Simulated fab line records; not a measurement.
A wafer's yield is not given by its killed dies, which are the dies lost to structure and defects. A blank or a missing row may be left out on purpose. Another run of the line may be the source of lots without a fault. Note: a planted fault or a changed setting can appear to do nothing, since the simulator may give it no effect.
The tool behind it: which one? / flow nandHarc / 13 lots with 39 wafers sampled at 5 steps, on a route of 1302 steps

WHAT THE GAUGES READ, wafer by wafer
NHARC_A_ONON_D2_THK_MEAS_24: measures by ellipsometry.
lot=L653; measured=day 12 01:50; on=filmMetro-01; thkNm (nm)=1003 1002 1000
lot=L656; measured=day 13 08:31; on=filmMetro-01; thkNm (nm)=1019 1018 1018
lot=L657; measured=day 13 22:29; on=filmMetro-01; thkNm (nm)=995 996 998
lot=L655; measured=day 14 10:28; on=filmMetro-02; thkNm (nm)=996 999 997
lot=L658; measured=day 14 10:28; on=filmMetro-01; thkNm (nm)=1006 1005 1006
lot=L660; measured=day 15 17:33; on=filmMetro-01; thkNm (nm)=1001 1002 1001
lot=L659; measured=day 15 17:32; on=filmMetro-01; thkNm (nm)=989 990 992
lot=L661; measured=day 15 21:04; on=filmMetro-01; thkNm (nm)=1018 1018 1020
lot=L662; measured=day 16 09:46; on=filmMetro-01; thkNm (nm)=1011 1013 1012
lot=L663; measured=day 16 09:47; on=filmMetro-02; thkNm (nm)=1016 1017 1017
lot=L664; measured=day 17 04:25; on=filmMetro-01; thkNm (nm)=995 997 997
lot=L669; measured=day 18 22:57; on=filmMetro-02; thkNm (nm)=1595 1594 1006
lot=L673; measured=day 20 20:35; on=filmMetro-01; thkNm (nm)=995 994 996

NHARC_END_SORT_01.
lot=L657; measured=day 26 18:09; on=prober-01; killedAtArray=69 80 67; killedAtOther=1 0 0; killedAtPeriphery=3 3 5; killedDies=73 83 72; killedOpen=5 4 9; killedShort=4 2 1
lot=L659; measured=day 27 00:48; on=prober-02; killedAtArray=80 93 89; killedAtOther=0 0 0; killedAtPeriphery=4 1 4; killedDies=84 94 93; killedOpen=2 3 6; killedShort=2 0 4
lot=L662; measured=day 27 23:34; on=prober-02; killedAtArray=72 75 73; killedAtOther=0 0 0; killedAtPeriphery=1 1 1; killedDies=73 76 74; killedOpen=4 1 3; killedShort=1 5 2
lot=L669; measured=day 30 13:56; on=prober-01; killedAtArray=674 672 81; killedAtOther=0 0 3; killedAtPeriphery=3 5 6; killedDies=677 677 90; killedOpen=6 7 7; killedShort=4 2 0

TOOL THAT RAN EACH LOT (tool first, then ch and the chambers of the sampled wafers, then the start)
lot=L653; NHARC_A_CHANNEL_FILL_D1_CMP_10=cmp-03 ch 1,2,3, day 10 01:13; NHARC_A_ONON_D2_DEP_22=pecvdOnon-03 ch 0, day 12 01:26; NHARC_A_CHANNEL_HOLE_D2_DEP_01=pecvd-01 ch 0,1,2, day 12 08:16
lot=L656; NHARC_A_CHANNEL_FILL_D1_CMP_10=cmp-01 ch 1,2,3, day 11 11:07; NHARC_A_ONON_D2_DEP_22=pecvdOnon-02 ch 0, day 13 08:01; NHARC_A_CHANNEL_HOLE_D2_DEP_01=pecvd-03 ch 0,2, day 13 12:31
lot=L657; NHARC_A_CHANNEL_FILL_D1_CMP_10=cmp-01 ch 2,3, day 12 00:30; NHARC_A_ONON_D2_DEP_22=pecvdOnon-03 ch 0, day 13 22:02; NHARC_A_CHANNEL_HOLE_D2_DEP_01=pecvd-01 ch 1,2, day 14 02:45
lot=L655; NHARC_A_CHANNEL_FILL_D1_CMP_10=cmp-01 ch 1,2,3, day 12 07:31; NHARC_A_ONON_D2_DEP_22=pecvdOnon-02 ch 0, day 14 10:04; NHARC_A_CHANNEL_HOLE_D2_DEP_01=pecvd-03 ch 1,2, day 14 14:10
lot=L658; NHARC_A_CHANNEL_FILL_D1_CMP_10=cmp-01 ch 0,1,3, day 12 11:02; NHARC_A_ONON_D2_DEP_22=pecvdOnon-03 ch 0, day 14 09:58; NHARC_A_CHANNEL_HOLE_D2_DEP_01=pecvd-04 ch 0,1, day 14 14:08
lot=L660; NHARC_A_CHANNEL_FILL_D1_CMP_10=cmp-04 ch 0,1,2, day 13 13:49; NHARC_A_ONON_D2_DEP_22=pecvdOnon-03 ch 0, day 15 17:06; NHARC_A_CHANNEL_HOLE_D2_DEP_01=pecvd-01 ch 0,2, day 15 23:43
lot=L659; NHARC_A_CHANNEL_FILL_D1_CMP_10=cmp-03 ch 2,3, day 13 13:49; NHARC_A_ONON_D2_DEP_22=pecvdOnon-04 ch 0, day 15 17:02; NHARC_A_CHANNEL_HOLE_D2_DEP_01=pecvd-01 ch 0,2, day 15 21:50
lot=L661; NHARC_A_CHANNEL_FILL_D1_CMP_10=cmp-03 ch 2,3, day 13 23:21; NHARC_A_ONON_D2_DEP_22=pecvdOnon-03 ch 0, day 15 20:33; NHARC_A_CHANNEL_HOLE_D2_DEP_01=pecvd-01 ch 0,2, day 16 04:25
lot=L662; NHARC_A_CHANNEL_FILL_D1_CMP_10=cmp-04 ch 0,1,3, day 14 08:05; NHARC_A_ONON_D2_DEP_22=pecvdOnon-03 ch 0, day 16 09:16; NHARC_A_CHANNEL_HOLE_D2_DEP_01=pecvd-03 ch 0,1, day 16 13:25
lot=L663; NHARC_A_CHANNEL_FILL_D1_CMP_10=cmp-03 ch 1,3, day 14 08:07; NHARC_A_ONON_D2_DEP_22=pecvdOnon-04 ch 0, day 16 09:16; NHARC_A_CHANNEL_HOLE_D2_DEP_01=pecvd-01 ch 0,1,2, day 16 13:28
lot=L664; NHARC_A_CHANNEL_FILL_D1_CMP_10=cmp-04 ch 0,2,3, day 15 05:37; NHARC_A_ONON_D2_DEP_22=pecvdOnon-02 ch 0, day 17 03:58; NHARC_A_CHANNEL_HOLE_D2_DEP_01=pecvd-04 ch 1, day 17 13:25
lot=L669; NHARC_A_CHANNEL_FILL_D1_CMP_10=cmp-01 ch 0,2,3, day 17 03:58; NHARC_A_ONON_D2_DEP_22=pecvdOnon-02 ch 0, day 18 22:26; NHARC_A_CHANNEL_HOLE_D2_DEP_01=pecvd-01 ch 0, day 19 04:04
lot=L673; NHARC_A_CHANNEL_FILL_D1_CMP_10=cmp-04 ch 2,3, day 18 20:53; NHARC_A_ONON_D2_DEP_22=pecvdOnon-03 ch 0, day 20 20:08; NHARC_A_CHANNEL_HOLE_D2_DEP_01=pecvd-04 ch 0,1,2, day 21 01:05
- NHARC_A_CHANNEL_FILL_D1_CMP_10: polishes, target thk 150 nm.
- NHARC_A_ONON_D2_DEP_22: target thk 1000 nm.
- NHARC_A_CHANNEL_HOLE_D2_DEP_01: deposits SiON, target thk 140 nm.

WHAT THE TOOLS THEMSELVES READ (means of the sampled wafers that have a number; where no wafer has one, the mark that the record gives instead)
NHARC_A_CHANNEL_FILL_D1_CMP_10.
lot=L653; tool=cmp-03; motorCurrentA (A)=12.0; retainingRingPressureFrac=1.000; slurryFlowMlMin=150.0; timeToEndpointS (s)=15.3
lot=L656; tool=cmp-01; motorCurrentA (A)=11.6; retainingRingPressureFrac=1.002; slurryFlowMlMin=150.4; timeToEndpointS (s)=14.0
lot=L657; tool=cmp-01; motorCurrentA (A)=11.6; retainingRingPressureFrac=0.995; slurryFlowMlMin=150.0; timeToEndpointS (s)=16.0
lot=L655; tool=cmp-01; motorCurrentA (A)=12.0; retainingRingPressureFrac=0.996; slurryFlowMlMin=150.0; timeToEndpointS (s)=16.0
lot=L658; tool=cmp-01; motorCurrentA (A)=12.0; retainingRingPressureFrac=0.993; slurryFlowMlMin=150.1; timeToEndpointS (s)=14.8
lot=L660; tool=cmp-04; motorCurrentA (A)=11.6; retainingRingPressureFrac=1.000; slurryFlowMlMin=150.4; timeToEndpointS (s)=15.1
lot=L659; tool=cmp-03; motorCurrentA (A)=12.6; retainingRingPressureFrac=1.002; slurryFlowMlMin=150.6; timeToEndpointS (s)=11.1
lot=L661; tool=cmp-03; motorCurrentA (A)=12.5; retainingRingPressureFrac=1.002; slurryFlowMlMin=150.4; timeToEndpointS (s)=14.6
lot=L662; tool=cmp-04; motorCurrentA (A)=12.8; retainingRingPressureFrac=0.999; slurryFlowMlMin=149.7; timeToEndpointS (s)=9.4
lot=L663; tool=cmp-03; motorCurrentA (A)=11.6; retainingRingPressureFrac=0.994; slurryFlowMlMin=149.6; timeToEndpointS (s)=13.1
lot=L664; tool=cmp-04; motorCurrentA (A)=11.9; retainingRingPressureFrac=1.002; slurryFlowMlMin=149.8; timeToEndpointS (s)=11.7
lot=L669; tool=cmp-01; motorCurrentA (A)=11.7; retainingRingPressureFrac=0.998; slurryFlowMlMin=150.1; timeToEndpointS (s)=16.8
lot=L673; tool=cmp-04; motorCurrentA (A)=11.4; retainingRingPressureFrac=0.999; slurryFlowMlMin=150.1; timeToEndpointS (s)=18.6

NHARC_A_CHANNEL_HOLE_D2_DEP_01.
lot=L653; tool=pecvd-01; heaterPowerW (W)=774; rfFwdPowerW (W)=347.9
lot=L656; tool=pecvd-03; heaterPowerW (W)=839; rfFwdPowerW (W)=349.0
lot=L657; tool=pecvd-01; heaterPowerW (W)=754; rfFwdPowerW (W)=348.9
lot=L655; tool=pecvd-03; heaterPowerW (W)=711; rfFwdPowerW (W)=347.2
lot=L658; tool=pecvd-04; heaterPowerW (W)=688; rfFwdPowerW (W)=348.2
lot=L660; tool=pecvd-01; heaterPowerW (W)=758; rfFwdPowerW (W)=348.7
lot=L659; tool=pecvd-01; heaterPowerW (W)=757; rfFwdPowerW (W)=347.7
lot=L661; tool=pecvd-01; heaterPowerW (W)=713; rfFwdPowerW (W)=348.3
lot=L662; tool=pecvd-03; heaterPowerW (W)=808; rfFwdPowerW (W)=347.8
lot=L663; tool=pecvd-01; heaterPowerW (W)=770; rfFwdPowerW (W)=349.1
lot=L664; tool=pecvd-04; heaterPowerW (W)=560; rfFwdPowerW (W)=349.2
lot=L669; tool=pecvd-01; heaterPowerW (W)=876; rfFwdPowerW (W)=349.4
lot=L673; tool=pecvd-04; heaterPowerW (W)=670; rfFwdPowerW (W)=347.3

THE ANSWER, worked out from the rows above alone
Rule: the lots themselves supply what counts as usual. Put in order of their means at a reading, lots are off if they are a third of the lots or fewer, leave a main group of 4 or more, and stand apart from it by a gap of 3 or more times the standard deviation of the main group's means; of several such gaps the widest counts. A main group is skipped when, at the precision printed for the reading in the tables above, its means are all equal. Also off: a lot with no number at a reading for which 4 or more lots have one. Any other lot the step has rows for is counted as sound. The gauges are gone through in route order, then the tools' own readings, and for those a lot's mean is taken as printed above. At the first step where some lot is off, the reading lying furthest off is the one used; lots without a number count as furthest.
Off, at NHARC_A_ONON_D2_THK_MEAS_24 on thkNm: L669. For the main group the mean is 1004 nm and the standard deviation 9.5.
If a tool, at a process step before that reading, ran all the lots that are off and no sound lot after the first of them, it fits. Gauges at NHARC_A_ONON_D2_THK_MEAS_24: tried the same way as those tools. Can't be told from this: 3 tools fit, cmp-01 at NHARC_A_CHANNEL_FILL_D1_CMP_10, pecvdOnon-02 at NHARC_A_ONON_D2_DEP_22, filmMetro-02 at NHARC_A_ONON_D2_THK_MEAS_24.

WHAT THE SIMULATOR HAD INSERTED
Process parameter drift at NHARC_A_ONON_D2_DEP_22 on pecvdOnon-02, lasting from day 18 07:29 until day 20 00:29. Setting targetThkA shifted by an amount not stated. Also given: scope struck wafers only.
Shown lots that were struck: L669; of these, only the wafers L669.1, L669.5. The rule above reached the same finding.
